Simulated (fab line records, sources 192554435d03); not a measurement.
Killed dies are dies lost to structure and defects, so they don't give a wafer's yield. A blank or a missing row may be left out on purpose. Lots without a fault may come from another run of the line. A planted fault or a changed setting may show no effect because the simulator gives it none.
Chamber matching | flow n5_finfet | N5_SDB_DESCUM_16 on rie_diel-01: 4 sister chambers
The step chemistry O2, time 7.9 s. 4 wafers are shown with their chamber, then 11 later ones without.

WAFERS WITH THEIR CHAMBER
wafer  | chamber | throttle_valve_pct (%)
L083.3 | 0       | 20.76
L084.2 | 2       | 20.26
L084.5 | 3       | 20.02
L086.2 | 1       | 20.51

WAFERS WITHOUT THEIR CHAMBER
wafer  | throttle_valve_pct (%)
L086.3 | 20.27
L086.6 | 20.26
L087.1 | 20.03
L087.3 | 20.80
L087.6 | 20.03
L089.1 | 20.79
L089.5 | 20.54
L089.6 | 20.29
L091.2 | 20.55
L091.5 | 20.30
L091.6 | 20.56

WHICH CHAMBER EACH WENT THROUGH
wafer  | from the rows above | in truth
L086.3 | 2                   | 2
L086.6 | 2                   | 2
L087.1 | 3                   | 3
L087.3 | 0                   | 0
L087.6 | 3                   | 3
L089.1 | 0                   | 0
L089.5 | 1                   | 1
L089.6 | 2                   | 2
L091.2 | 1                   | 1
L091.5 | 2                   | 2
L091.6 | 1                   | 1
Placed correctly: 11 of 11. Can't be placed from these rows: 0. Placed wrongly: 0.
How it was worked out, from the rows above alone: a wafer's distance from a chamber is the root of the sum, over the readings, of the square of ((its reading less the chamber's mean) divided by the reading's scatter). The wafer belongs to the nearest chamber; if the next one is less than 2 further off, it can't be placed. A chamber's mean is the mean of its shown wafers. The scatter: with one shown wafer a chamber, the root of the mean of the squares of how far each hidden wafer lies from its nearest shown one.
